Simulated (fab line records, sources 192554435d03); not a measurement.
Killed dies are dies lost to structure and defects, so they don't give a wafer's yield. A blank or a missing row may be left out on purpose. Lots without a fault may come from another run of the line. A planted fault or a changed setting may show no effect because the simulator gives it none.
fab line records | flow n5_finfet
record lots=10 wafers=30 last_day=17
route steps=1938 shown BEOL_M13@1696 PASSIVATION@1936
lots that met no fault: from a run of the same line without faults
start_h: hours from the record's first day to the start of the lot's first wafer shown | wait_h: hours since the lot's step before | " the same as in the row above | L1.1+2: a row that stands for several wafers | - no value, or no start given | * or withheld: withheld | < > ~ a bound
route shown NAME@n: a module of which the file shows steps, and the number in the route of the first | usual: mean/standard deviation of fault-free wafers | same: alike in all rows | chamber/n: place in a boat | sites: the reading at each site | _std_site: their standard deviation | _edge_site: outer sites' mean less inner sites' | radius_mm: how far each site lies from the wafer's centre | mask NAME#n: copy n | behind: the tool/chamber that last shaped the wafer | hold: why the lot was held/for how many hours/how that ended | device: the transistor (n, p or np) that didn't switch | end of line: the same wafers' tests at the end of the route | a step without rows: its recipe alone | killed: dies lost to structure and defects at the first sort, not the wafer's yield | map: a wafer's dies, x killed, . not, _ none there
set.NAME: the setting as run; set.NAME@STEP: as run at that earlier step | model.NAME: the simulator's own value behind a step, which no gauge read
steps of the route over a sample of lots; a table a step, a row a wafer
services: from which hour (start_h, from the record's first day; less than 0 if before it) a tool's chamber was out of use, for how many hours, and why
## steps
# step N5_BEOL_M13_TRENCH_ETCH_34
# recipe chemistry=C4F8/O2/Ar target=SiOC target_depth_a=4134.7 mask_material=SOC pressure_mtorr=30 source_w=3000 bias_w=700 Ar_flow_sccm=400 C4F8_flow_sccm=15 O2_flow_sccm=8 he_inner_torr=15 he_outer_torr=30 time_s=162.6 ion_energy_ev=250
# usual drypump_motor_current_A=5.8/0.43 he_inner_torr=14.999/0.026 oes_product_au=0.76/0.092 rf_vpp_V=665.0/2.6 showerhead_plenum_p_Torr=3.40/0.085 throttle_valve_pct=24.25/0.28
# columns lot.wafer tool chamber start_h wait_h drypump_motor_current_A he_inner_torr oes_product_au rf_hours_counter_h rf_vpp_V showerhead_plenum_p_Torr throttle_valve_pct
L896.2 rie_diel-04 0 227.08 0.0 5.2 15.009 0.71 208 661.1 3.27 24.35
L896.3 " 1 " " 5.2 15.038 0.85 53 666.5 3.48 24.30
L896.5 " 1 " " 5.2 14.990 0.86 - 666.7 3.48 24.30
L897.1 rie_diel-04 1 243.33 0.0 5.2 15.014 0.86 57 665.8 3.48 24.28
L897.3 " 3 " " 5.3 14.980 0.97 10 663.6 3.38 23.67
L897.5 " 1 " " 5.2 14.992 0.85 - 666.9 3.48 24.29
L901.1 rie_diel-04 2 250.56 0.0 6.2 14.997 0.72 182 666.3 3.42 24.57
L901.2 " 1 " " 5.2 14.967 0.86 59 667.8 3.48 24.30
L901.5 " 0 " " 5.2 14.983 0.70 - 660.2 3.27 24.36
L903.2 rie_diel-05 1 268.82 0.0 6.3 14.936 0.66 252 668.1 3.50 24.18
L903.4 " 2 " " 5.3 14.979 0.68 - 667.8 3.51 24.05
L903.5 " 1 " " 6.3 14.962 0.67 - 667.4 3.50 24.18
L904.1 rie_diel-02 2 278.86 0.0 6.3 14.993 0.70 201 669.1 3.51 24.29
L904.3 " 0 " " 5.8 14.984 0.71 239 664.9 3.37 24.38
L904.6 " 0 " " 5.8 14.948 0.71 - 664.6 3.37 24.42
L908.2 rie_diel-02 1 304.44 0.0 6.1 15.017 0.74 156 661.6 3.29 24.62
L908.4 " 1 " " 6.1 15.000 0.74 - 661.7 3.29 24.62
L908.6 " 0 " " 5.8 14.981 0.71 - 663.8 3.36 24.41
L911.2 rie_diel-02 2 335.18 0.0 6.3 14.960 0.69 222 668.8 3.50 24.32
L911.3 " 1 " " 6.0 15.045 0.72 166 662.2 3.28 24.62
L911.5 " 0 " " 5.8 15.037 0.69 - 665.0 3.36 24.40
L914.1 rie_diel-04 1 343.95 0.0 5.2 14.961 0.82 82 667.5 3.47 24.33
L914.2 " 0 " " 5.3 14.963 0.69 238 660.7 3.26 24.39
L914.5 " 0 " " 5.3 14.982 0.68 - 660.4 3.26 24.40
L917.1 rie_diel-04 2 366.26 0.0 6.2 15.003 0.70 211 663.9 3.40 24.60
L917.4 " 3 " " 5.3 14.989 0.89 42 663.0 3.36 23.72
L917.5 " 2 " " 6.2 15.012 0.70 - 663.9 3.40 24.61
L919.1 rie_diel-02 0 372.33 0.0 5.8 15.034 0.70 266 662.8 3.35 24.43
L919.3 " 3 " " 5.9 14.960 0.94 13 664.7 3.37 23.82
L919.5 " 2 " " 6.3 14.986 0.67 - 666.8 3.49 24.30
# step N5_BEOL_M13_SPUTTER_45
# recipe material=Cu target_thk_a=800 temp_c=-20 bias_v=60 power_w=26000 chamber_pressure_pa=0.13 time_s=13.33
# usual bias_v=60.0/0.54 cathode_dc_power_W=26000/4.9 chamber_pressure_pa=0.13003/0.00027 throttle_valve_pct=30.7/0.84
# columns lot.wafer tool chamber start_h wait_h bias_v cathode_dc_power_W chamber_pressure_pa throttle_valve_pct
L896.2 pvd_sputter-02 - 228.05 0.0 59.6 25993 0.13023 30.0
L896.3 " - " " 60.5 26004 0.13006 30.7
L896.5 " - " " 59.7 25999 0.12963 29.9
L897.1 pvd_sputter-01 - 244.51 0.0 60.4 25992 0.13006 31.9
L897.3 " - " " 60.2 26003 0.13016 30.3
L897.5 " - " " 60.0 26004 0.12907 30.2
L901.1 pvd_sputter-02 - 252.74 0.0 60.0 25997 0.12992 30.0
L901.2 " - " " 60.1 26002 0.13012 30.7
L901.5 " - " " 59.6 25997 0.12967 30.7
L903.2 pvd_sputter-03 - 270.70 0.0 60.1 25995 0.12995 29.3
L903.4 " - " " 60.7 26008 0.13026 29.6
L903.5 " - " " 60.1 26005 0.13012 31.6
L904.1 pvd_sputter-01 - 284.26 0.0 60.5 25989 0.12966 30.1
L904.3 " - " " 59.6 26001 0.12976 32.0
L904.6 " - " " 60.1 26007 0.13012 30.1
L908.2 pvd_sputter-03 - 305.88 0.0 59.8 25992 0.13025 29.6
L908.4 " - " " 59.5 25998 0.13016 29.3
L908.6 " - " " 60.3 26004 0.13011 29.5
L911.2 pvd_sputter-02 - 338.80 0.0 59.8 26005 0.13033 29.4
L911.3 " - " " 58.7 25999 0.12995 30.4
L911.5 " - " " 60.2 25996 0.12988 29.6
L914.1 pvd_sputter-01 - 347.02 0.0 59.1 26013 0.12945 30.4
L914.2 " - " " 59.4 26009 0.12973 31.7
L914.5 " - " " 59.0 26002 0.1299 32.3
L917.1 pvd_sputter-01 - 369.36 0.0 60.2 25996 0.13036 30.3
L917.4 " - " " 61.2 25997 0.13006 30.1
L917.5 " - " " 59.4 26003 0.13012 31.3
L919.1 pvd_sputter-02 - 375.41 0.0 59.1 25992 0.12992 29.4
L919.3 " - " " 60.2 25988 0.12995 29.8
L919.5 " - " " 60.3 25994 0.13009 31.2
# step N5_BEOL_M13_CMP_49
# recipe stop_on=SiOC t_overpolish_s=17.1 down_force_psi=1 platen_rpm=50 clearing_platen_down_force_psi=1.5 clearing_platen_rpm=50 post_cmp_clean=cu_alkaline target_thk_nm=420 clearing_platen_pad_velocity_m_s=0.99484 pad_velocity_m_s=0.99484
# usual barrier_field_endpoint_s=30.4/0.82 clearing_platen_rpm=50.001/0.026 head_pressure_psi=1.0000/0.0021 motor_current_A=6.1/0.58 overpolish_run_s=17.098/0.0087 platen_rpm=50.002/0.028
# columns lot.wafer tool chamber start_h wait_h barrier_field_endpoint_s clearing_platen_rpm head_pressure_psi motor_current_A overpolish_run_s platen_rpm
L896.2 cmp-02 3 228.63 0.2 30.1 50.028 1.0019 6.3 17.098 49.977
L896.3 " 2 " " 30.8 50.036 0.9975 5.8 17.101 49.993
L896.5 " 3 " " 30.4 50.015 0.9997 6.6 17.103 49.989
L897.1 cmp-01 3 245.64 0.3 32.3 50.043 0.9986 7.2 17.086 50.049
L897.3 " 0 " " 31.6 49.986 0.9992 6.2 17.096 49.958
L897.5 " 2 " " 31.3 50.004 1.0016 6.8 17.080 50.028
L901.2 cmp-04 0 253.32 0.2 30.4 49.992 1.0016 5.4 17.110 49.986
L901.1 " 2 " " 30.2 49.981 1.0002 5.7 17.085 49.992
L901.5 " 0 " " 30.7 49.991 1.0010 5.3 17.094 49.955
L903.4 cmp-04 2 271.29 0.1 29.0 50.007 1.0013 5.7 17.117 50.003
L903.2 " 1 " " 29.7 50.004 1.0004 6.4 17.097 49.986
L903.5 " 2 " " 29.1 50.003 1.0026 5.8 17.100 49.969
L904.1 cmp-02 1 284.87 0.3 30.2 50.003 1.0017 6.3 17.113 50.021
L904.3 " 3 " " 30.2 50.025 1.0012 6.0 17.102 49.988
L904.6 " 1 " " 29.7 49.989 1.0009 6.3 17.098 50.017
L908.2 cmp-01 0 306.50 0.2 30.0 50.045 0.9986 5.9 17.087 49.968
L908.4 " 2 " " 31.1 50.023 1.0003 6.8 17.099 50.017
L908.6 " 3 " " 30.5 50.005 0.9998 7.1 17.089 50.066
L911.2 cmp-01 1 339.43 0.2 31.6 50.019 0.9957 5.1 17.093 49.964
L911.3 " 2 " " 31.6 50.010 1.0009 6.6 17.103 49.978
L911.5 " 0 " " 30.4 49.969 1.0029 5.9 17.099 50.051
L914.1 cmp-02 2 348.00 0.7 29.8 49.999 0.9964 6.0 17.103 50.038
L914.2 " 3 " " 30.2 49.982 1.0028 6.2 17.101 50.002
L914.5 " 2 " " 29.8 50.029 0.9970 5.8 17.104 50.009
L917.4 cmp-01 1 370.05 0.1 31.6 50.061 0.9988 5.0 17.100 50.010
L917.1 " 3 " " 31.5 49.968 0.9998 7.4 17.081 50.017
L917.5 " 1 " " 30.7 50.024 0.9969 5.3 17.111 49.997
L919.1 cmp-02 3 375.98 0.3 31.0 49.987 1.0009 6.5 17.106 49.993
L919.3 " 1 " " 29.5 50.013 1.0009 6.1 17.113 50.042
L919.5 " 3 " " 30.9 50.014 0.9955 6.3 17.107 50.005
# step N5_BEOL_M13_PRE_CLEAN_52
# recipe gas=NH3 time_s=15 temp_c=withheld rf_power_w=300
# columns lot.wafer tool chamber start_h wait_h
L896.2+3+5 pecvd-02 2,1,2 228.96 0.0
L897.1+3+5 pecvd-02 2,1,0 245.90 0.0
L901.1+2+5 pecvd-04 2,0,0 253.65 0.0
L903.2+4+5 pecvd-03 2,2,1 271.62 0.0
L904.1+3+6 pecvd-04 1,0,1 285.17 0.0
L908.2+4+6 pecvd-02 0,0,2 306.79 0.0
L911.2+3+5 pecvd-02 2,0,0 339.72 0.0
L914.1+2+5 pecvd-02 2,0,1 348.30 0.0
L917.1+4+5 pecvd-03 0,1,0 370.38 0.0
L919.1+3+5 pecvd-04 0,2,2 376.31 0.0
# step N5_BEOL_M13_INSPECT_55
# recipe inspect_instrument=darkfield mode=post_dep
# usual raw_defect_count=77/27
# columns lot.wafer tool chamber start_h wait_h raw_defect_count
L896.2 defect_inspect-01 - 229.08 0.0 69
L896.3 " - " " 55
L896.5 " - " " 53
L897.1 defect_inspect-02 - 246.02 0.0 56
L897.3 " - " " 52
L897.5 " - " " 122
L901.1 defect_inspect-01 - 253.77 0.0 62
L901.2 " - " " 52
L901.5 " - " " 92
L903.2 defect_inspect-01 - 271.74 0.0 49
L903.4 " - " " 58
L903.5 " - " " 56
L904.1 defect_inspect-02 - 285.28 0.0 242
L904.3 " - " " 117
L904.6 " - " " 84
L908.2 defect_inspect-01 - 306.91 0.0 107
L908.4 " - " " 86
L908.6 " - " " 84
L911.2 defect_inspect-02 - 339.84 0.0 934
L911.3 " - " " 892
L911.5 " - " " 920
L914.1 defect_inspect-01 - 348.41 0.0 887
L914.2 " - " " 945
L914.5 " - " " 911
L917.1 defect_inspect-02 - 370.50 0.0 70
L917.4 " - " " 58
L917.5 " - " " 60
L919.1 defect_inspect-01 - 376.43 0.0 81
L919.3 " - " " 86
L919.5 " - " " 72
# step N5_PASSIVATION_PROBE_49
# usual defect_limited_yield=91.3/1.5 killed_at_M0_to_M3=34/9.4 killed_at_M4_up=13/5.3 killed_at_contacts=13/5.7 killed_at_front_end=40/10 killed_at_other=3.7/2.8 killed_dies=103/17 killed_on_rim=13/4.2 killed_open=67/13 killed_short=35/8.5 sort_bin_4_leakage=0.00/0.016 sort_bin_5_function=5.0/0.98 sort_bin_6_memory=3.3/0.7 sort_n_pass=1077/17 sort_yield_pct=91.3/1.5
# same gross_dies=1180 killed_at_back_side=0 sort_bin_8_speed[%]=0
# columns lot.wafer tool chamber start_h wait_h defect_limited_yield[%] killed_at_M0_to_M3 killed_at_M4_up killed_at_contacts killed_at_front_end killed_at_other killed_dies killed_on_rim killed_open killed_short sort_bin_4_leakage[%] sort_bin_5_function[%] sort_bin_6_memory[%] sort_n_pass sort_yield_pct[%]
L896.2 prober-01 - 261.56 0.1 91.4 27 12 12 47 3 101 13 69 32 0 4.7 3.4 1079 91.4
L896.3 prober-01 - 261.61 0.1 92.3 26 12 14 38 1 91 9 55 33 0 4.2 2.9 1089 92.3
L896.5 prober-01 - 261.71 0.2 91.3 28 22 12 39 2 103 14 70 33 0 4.3 4.3 1077 91.3
L897.1 prober-01 - 273.48 0.0 88.8 50 12 25 34 11 132 22 95 35 0 6.7 4.0 1048 88.8
L897.3 prober-01 - 273.58 0.1 90.9 43 7 20 34 3 107 15 77 29 0 5.3 3.4 1073 90.9
L897.5 prober-01 - 273.68 0.2 89.7 41 13 14 46 8 122 14 91 31 0 6.4 3.6 1058 89.7
L901.1 prober-01 - 289.51 0.0 90.9 43 9 21 30 4 107 13 68 33 0 5.2 3.3 1073 90.9
L901.2 prober-01 - 289.56 0.1 91.4 36 7 12 43 3 101 8 66 34 0 4.8 3.1 1079 91.4
L901.5 prober-01 - 289.71 0.2 91.9 37 11 7 37 4 96 10 56 36 0 4.2 3.2 1084 91.9
L903.2 prober-02 - 303.59 0.1 90.3 43 9 14 46 3 115 17 78 37 0 5.4 4.2 1065 90.3
L903.4 prober-02 - 303.69 0.2 91.1 39 13 12 36 5 105 9 69 35 0 5.2 3.6 1075 91.1
L903.5 prober-02 - 303.74 0.2 91.9 40 9 10 33 3 95 9 71 24 0 4.6 3.2 1085 91.9
L904.1 prober-01 - 316.04 0.0 91.2 18 14 9 60 3 104 13 66 37 0 4.8 3.5 1076 91.2
L904.3 prober-01 - 316.14 0.1 91.9 27 30 12 22 4 95 12 69 22 0 4.6 3.2 1085 91.9
L904.6 prober-01 - 316.29 0.3 89.6 36 12 14 55 6 123 20 71 50 0 5.5 4.6 1057 89.6
L908.2 prober-01 - 332.62 0.1 88.7 32 13 38 50 0 133 16 78 52 0 6.0 4.9 1047 88.7
L908.4 prober-01 - 332.72 0.2 90.8 33 14 25 36 1 109 18 67 36 0 5.7 3.4 1071 90.8
L908.6 prober-01 - 332.82 0.3 90.7 40 17 22 28 3 110 16 76 26 0 5.7 3.1 1070 90.7
L911.2 prober-01 - 365.21 0.1 81.5 59 90 15 50 4 218 31 79 62 0 11.3 5.0 962 81.5
L911.3 prober-01 - 365.26 0.1 87.0 30 74 13 33 3 153 25 53 47 0 6.9 4.2 1027 87.0
L911.5 prober-01 - 365.36 0.2 84.1 31 76 24 53 4 188 37 81 49 0 8.7 4.9 992 84.1
L914.1 prober-02 - 374.65 0.0 86.5 24 92 11 30 2 159 25 51 22 0 7.5 4.0 1021 86.5
L914.2 prober-02 - 374.70 0.1 89.6 34 56 6 27 0 123 29 59 14 0 5.5 3.1 1057 89.6
L914.5 prober-02 - 374.85 0.2 82.9 35 119 6 39 3 202 26 61 32 0 9.7 3.7 978 82.9
L917.1 prober-01 - 397.51 0.0 90.1 53 9 14 40 1 117 17 71 46 0.17 5.7 3.6 1061 89.9
L917.4 prober-01 - 397.66 0.2 90.6 32 9 28 40 2 111 14 75 35 0 5.6 3.3 1069 90.6
L917.5 prober-01 - 397.71 0.2 90.9 33 10 12 51 1 107 9 69 38 0 5.8 2.5 1073 90.9
L919.1 prober-01 - 402.83 0.0 91.6 20 10 12 56 1 99 14 65 33 0 3.4 4.9 1081 91.6
L919.3 prober-01 - 402.93 0.1 88.1 37 23 16 60 4 140 17 88 51 0 7.7 3.7 1040 88.1
L919.5 prober-01 - 403.03 0.2 91.3 25 16 9 50 3 103 13 64 38 0 4.5 3.6 1077 91.3
# killed by level:class
L896.2 FIN_SAQP:geometric_particle:open=19 MOL_CONTACT_COAG:geometric_particle:open=9 FIN_SAQP:geometric_particle:short=7 BEOL_M2:geometric_particle:open=6 BEOL_M3:geometric_particle:open=5 SPACER0:geometric_particle:open=4 BEOL_M0_SAQP:geometric_particle:open=4 BEOL_M0_SAQP:geometric_particle:short=4
L896.3 MOL_CONTACT_COAG:geometric_particle:open=13 FIN_SAQP:geometric_particle:open=10 FIN_SAQP:geometric_particle:short=8 BEOL_M0_SAQP:geometric_particle:short=6 BEOL_M2:geometric_particle:open=6 BEOL_M4:geometric_particle:open=6 BEOL_M1:geometric_particle:open=4 BEOL_M3:geometric_particle:open=4
L896.5 BEOL_M4:geometric_particle:open=16 FIN_SAQP:geometric_particle:short=10 BEOL_M2:geometric_particle:open=9 MOL_CONTACT_COAG:geometric_particle:open=7 FIN_SAQP:geometric_particle:open=6 STARTING-WAFER:geometric_particle:open=6 MOL_CONTACT_COAG:geometric_particle:short=5 BEOL_M0_SAQP:geometric_particle:open=5
L897.1 MOL_CONTACT_COAG:geometric_particle:open=19 BEOL_M1:geometric_particle:open=16 FIN_SAQP:geometric_particle:open=12 BEOL_M3:geometric_particle:open=10 BEOL_M0_SAQP:geometric_particle:open=9 MOL_CONTACT_COAG:geometric_particle:short=6 BEOL_M0_SAQP:geometric_particle:short=6 BEOL_M2:geometric_particle:open=6
L897.3 MOL_CONTACT_COAG:geometric_particle:open=15 BEOL_M0_SAQP:geometric_particle:open=11 BEOL_M2:geometric_particle:open=11 BEOL_M1:geometric_particle:open=7 FIN_SAQP:geometric_particle:open=6 DUMMY_GATE:geometric_particle:open=5 MOL_CONTACT_COAG:geometric_particle:short=5 BEOL_M3:geometric_particle:open=5
L897.5 STI_FIN_REVEAL:geometric_particle:open=19 MOL_CONTACT_COAG:geometric_particle:open=10 FIN_SAQP:geometric_particle:open=9 BEOL_M0_SAQP:geometric_particle:open=9 BEOL_M2:geometric_particle:open=9 BEOL_M1:geometric_particle:open=8 BEOL_M0_SAQP:geometric_particle:short=5 BEOL_M4:geometric_particle:open=5
L901.1 MOL_CONTACT_COAG:geometric_particle:open=18 BEOL_M0_SAQP:geometric_particle:open=11 BEOL_M0_SAQP:geometric_particle:short=9 STI_FIN_REVEAL:geometric_particle:open=9 FIN_SAQP:geometric_particle:short=7 BEOL_M0:geometric_particle:open=6 BEOL_M2:geometric_particle:open=5 BEOL_M3:geometric_particle:open=5
L901.2 STI_FIN_REVEAL:geometric_particle:open=10 MOL_CONTACT_COAG:geometric_particle:open=10 BEOL_M2:geometric_particle:open=9 BEOL_M3:geometric_particle:open=9 FIN_SAQP:geometric_particle:short=7 FIN_SAQP:geometric_particle:open=5 GATE_CUT:geometric_particle:short=5 STI_FIN_REVEAL:geometric_particle:short=5
L901.5 STI_FIN_REVEAL:geometric_particle:open=12 FIN_SAQP:geometric_particle:short=10 BEOL_M0_SAQP:geometric_particle:short=8 FIN_SAQP:geometric_particle:open=7 MOL_CONTACT_COAG:geometric_particle:open=7 BEOL_M2:geometric_particle:open=7 BEOL_M0_SAQP:geometric_particle:open=6 BEOL_M3:geometric_particle:open=5
L903.2 STI_FIN_REVEAL:geometric_particle:open=14 MOL_CONTACT_COAG:geometric_particle:open=12 BEOL_M0_SAQP:geometric_particle:open=11 DUMMY_GATE:geometric_particle:open=9 BEOL_M0_SAQP:geometric_particle:short=8 BEOL_M3:geometric_particle:open=8 GATE_CUT:geometric_particle:short=7 BEOL_M4:geometric_particle:open=5
L903.4 BEOL_M0_SAQP:geometric_particle:open=14 BEOL_M0_SAQP:geometric_particle:short=11 MOL_CONTACT_COAG:geometric_particle:open=8 FIN_SAQP:geometric_particle:open=7 DUMMY_GATE:geometric_particle:open=7 BEOL_M4:geometric_particle:open=7 FIN_SAQP:geometric_particle:short=6 GATE_CUT:geometric_particle:short=5
L903.5 BEOL_M0_SAQP:geometric_particle:open=12 DUMMY_GATE:geometric_particle:open=9 MOL_CONTACT_COAG:geometric_particle:open=8 BEOL_M3:geometric_particle:open=8 BEOL_M1:geometric_particle:open=6 STI_FIN_REVEAL:geometric_particle:open=5 BEOL_M0_SAQP:geometric_particle:short=5 FIN_SAQP:geometric_particle:short=4
L904.1 FIN_SAQP:geometric_particle:short=13 FIN_SAQP:geometric_particle:open=10 STI_FIN_REVEAL:geometric_particle:open=7 ILD0:geometric_particle:open=7 MOL_CONTACT_COAG:geometric_particle:open=7 BEOL_M4:geometric_particle:open=6 STARTING-WAFER:geometric_particle:open=6 BEOL_M3:geometric_particle:open=5
L904.3 BEOL_M4:geometric_particle:open=14 MOL_CONTACT_COAG:geometric_particle:open=10 BEOL_M1:geometric_particle:open=7 BEOL_M2:geometric_particle:open=6 FIN_SAQP:geometric_particle:short=5 BEOL_M3:geometric_particle:open=5 STI_FIN_REVEAL:geometric_particle:open=4 BEOL_M0:geometric_particle:open=4
L904.6 FIN_SAQP:geometric_particle:short=24 FIN_SAQP:geometric_particle:open=13 MOL_CONTACT_COAG:geometric_particle:open=11 BEOL_M3:geometric_particle:open=10 BEOL_M0_SAQP:geometric_particle:short=6 BEOL_M0_SAQP:geometric_particle:open=5 DUMMY_GATE:geometric_particle:open=5 BEOL_M1:geometric_particle:open=5
L908.2 MOL_CONTACT_COAG:geometric_particle:open=31 FIN_SAQP:geometric_particle:short=13 STI_FIN_REVEAL:geometric_particle:open=10 BEOL_M3:geometric_particle:open=10 MOL_CONTACT_COAG:geometric_particle:short=7 STARTING-WAFER:geometric_particle:short=7 BEOL_M2:geometric_particle:open=5 STI_FIN_REVEAL:geometric_particle:short=4
L908.4 MOL_CONTACT_COAG:geometric_particle:open=20 BEOL_M2:geometric_particle:open=9 BEOL_M0_SAQP:geometric_particle:short=8 STI_FIN_REVEAL:geometric_particle:open=7 FIN_SAQP:geometric_particle:short=5 MOL_CONTACT_COAG:geometric_particle:short=5 BEOL_M3:geometric_particle:open=5 FIN_SAQP:geometric_particle:open=4
L908.6 MOL_CONTACT_COAG:geometric_particle:open=18 BEOL_M3:geometric_particle:open=12 BEOL_M0_SAQP:geometric_particle:open=10 HKMG_FIN:area_etch=6 FIN_SAQP:geometric_particle:open=4 GATE_CUT:geometric_particle:open=4 MOL_CONTACT_COAG:geometric_particle:short=4 BEOL_M1:geometric_particle:open=4
L911.2 BEOL_M13:unspecified=77 FIN_SAQP:geometric_particle:short=17 BEOL_M0_SAQP:geometric_particle:short=15 BEOL_M0_SAQP:geometric_particle:open=14 MOL_CONTACT_COAG:geometric_particle:open=13 BEOL_M2:geometric_particle:open=11 BEOL_M1:geometric_particle:open=11 FIN_SAQP:geometric_particle:open=9
L911.3 BEOL_M13:unspecified=53 FIN_SAQP:geometric_particle:short=14 MOL_CONTACT_COAG:geometric_particle:open=11 BEOL_M1:geometric_particle:short=9 FIN_SAQP:geometric_particle:open=8 BEOL_M4:geometric_particle:open=7 BEOL_M0_SAQP:geometric_particle:open=6 BEOL_M4:geometric_particle:short=5
L911.5 BEOL_M13:unspecified=56 MOL_CONTACT_COAG:geometric_particle:open=20 FIN_SAQP:geometric_particle:open=19 FIN_SAQP:geometric_particle:short=16 BEOL_M0_SAQP:geometric_particle:short=11 BEOL_M0_SAQP:geometric_particle:open=6 DUMMY_GATE:geometric_particle:open=5 BEOL_M6:geometric_particle:open=4
L914.1 BEOL_M13:unspecified=86 MOL_CONTACT_COAG:geometric_particle:open=10 BEOL_M0_SAQP:geometric_particle:open=10 BEOL_M2:geometric_particle:open=6 FIN_SAQP:geometric_particle:short=5 GATE_CUT:geometric_particle:short=5 FIN_SAQP:geometric_particle:open=4 STARTING-WAFER:geometric_particle:open=3
L914.2 BEOL_M13:unspecified=50 BEOL_M2:geometric_particle:open=14 STI_FIN_REVEAL:geometric_particle:open=10 BEOL_M0_SAQP:geometric_particle:open=10 FIN_SAQP:geometric_particle:short=4 MOL_CONTACT_COAG:geometric_particle:open=4 BEOL_M3:geometric_particle:open=4 FIN_SAQP:geometric_particle:open=3
L914.5 BEOL_M13:unspecified=106 BEOL_M3:geometric_particle:open=14 STARTING-WAFER:geometric_particle:open=8 DUMMY_GATE:geometric_particle:open=7 BEOL_M5:geometric_particle:open=7 BEOL_M0_SAQP:geometric_particle:short=6 FIN_SAQP:geometric_particle:short=5 MOL_CONTACT_COAG:geometric_particle:open=5
L917.1 BEOL_M0_SAQP:geometric_particle:open=23 BEOL_M0_SAQP:geometric_particle:short=16 FIN_SAQP:geometric_particle:open=11 MOL_CONTACT_COAG:geometric_particle:open=11 FIN_SAQP:geometric_particle:short=9 BEOL_M3:geometric_particle:open=7 STI_FIN_REVEAL:geometric_particle:open=5 BEOL_M4:geometric_particle:open=5
L917.4 MOL_CONTACT_COAG:geometric_particle:open=24 FIN_SAQP:geometric_particle:open=20 BEOL_M0_SAQP:geometric_particle:open=10 FIN_SAQP:geometric_particle:short=9 BEOL_M0_SAQP:geometric_particle:short=7 BEOL_M2:geometric_particle:open=6 MOL_CONTACT_COAG:geometric_particle:short=4 BEOL_M0:geometric_particle:short=4
L917.5 FIN_SAQP:geometric_particle:open=13 BEOL_M3:geometric_particle:open=11 FIN_SAQP:geometric_particle:short=10 MOL_CONTACT_COAG:geometric_particle:open=9 BEOL_M0_SAQP:geometric_particle:open=8 BEOL_M0_SAQP:geometric_particle:short=5 STI_FIN_REVEAL:geometric_particle:open=4 DUMMY_GATE:geometric_particle:open=4
L919.1 FIN_SAQP:geometric_particle:short=14 FIN_SAQP:geometric_particle:open=10 MOL_CONTACT_COAG:geometric_particle:open=10 GATE_CUT:geometric_particle:open=8 BEOL_M3:geometric_particle:open=7 STI_FIN_REVEAL:geometric_particle:open=5 BEOL_M2:geometric_particle:open=5 BEOL_M4:geometric_particle:open=5
L919.3 BEOL_M2:geometric_particle:open=20 FIN_SAQP:geometric_particle:short=15 MOL_CONTACT_COAG:geometric_particle:open=13 BEOL_M4:geometric_particle:open=10 STI_FIN_REVEAL:geometric_particle:open=8 GATE_CUT:geometric_particle:short=8 GATE_CUT:geometric_particle:open=8 FIN_SAQP:geometric_particle:open=4
L919.5 FIN_SAQP:geometric_particle:short=11 DUMMY_GATE:geometric_particle:open=9 BEOL_M2:geometric_particle:open=8 BEOL_M4:geometric_particle:open=7 MOL_CONTACT_COAG:geometric_particle:open=7 BEOL_M1:geometric_particle:open=7 GATE_CUT:geometric_particle:short=6 GATE_CUT:geometric_particle:open=5
## services
# columns tool chamber start_h hours kind
cmp-01 - 221.20 4.0 pm
rie_diel-04 1 229.69 7.4 repair
pecvd-03 2 237.15 4.5 repair
cmp-04 - 239.30 0.7 repair
cmp-01 - 247.09 14.3 pm
cmp-01 - 268.07 5.1 pm
rie_diel-04 - 273.42 14.6 pm
rie_diel-02 0 279.54 8.0 repair
rie_diel-02 0 289.38 4.3 repair
pvd_sputter-02 - 294.67 5.9 repair
pvd_sputter-01 - 310.24 2.1 repair
rie_diel-02 0 316.61 4.1 repair
rie_diel-02 2 319.89 2.5 repair
rie_diel-02 3 323.57 29.4 repair
cmp-01 - 324.08 3.3 repair
rie_diel-02 1 326.74 3.5 repair
pecvd-04 - 330.61 0.5 repair
cmp-02 - 341.55 6.4 pm
pecvd-04 - 351.58 5.5 pm
cmp-01 - 356.68 1.8 repair
rie_diel-04 0 356.87 1.3 repair
cmp-02 - 363.83 3.7 pm
rie_diel-02 0 364.04 1.5 repair
rie_diel-02 0 375.58 11.8 repair
## key
first_sign step=N5_BEOL_M13_INSPECT_55 reading=raw_defect_count direction=up sigmas=31 usual=77 struck=915
effect step=N5_PASSIVATION_PROBE_49 reading=killed_at_M4_up direction=up sigmas=14 usual=13 struck=84
more_kills_born_at N5_BEOL_M13_PRE_CLEAN_52@pecvd-02=428
met_at N5_BEOL_M13_PRE_CLEAN_52
struck_lots L911,L914
not_acting_at N5_BEOL_M13_TRENCH_ETCH_34,N5_BEOL_M13_SPUTTER_45,N5_BEOL_M13_CMP_49
onset_between 306.79 339.72
fault kind=chamber_particle_source tool=pecvd-02 chamber=- onset_h=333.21 steps=N5_BEOL_M13_PRE_CLEAN_52 rate_per_visit_cm2=1.3034 end_h=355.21
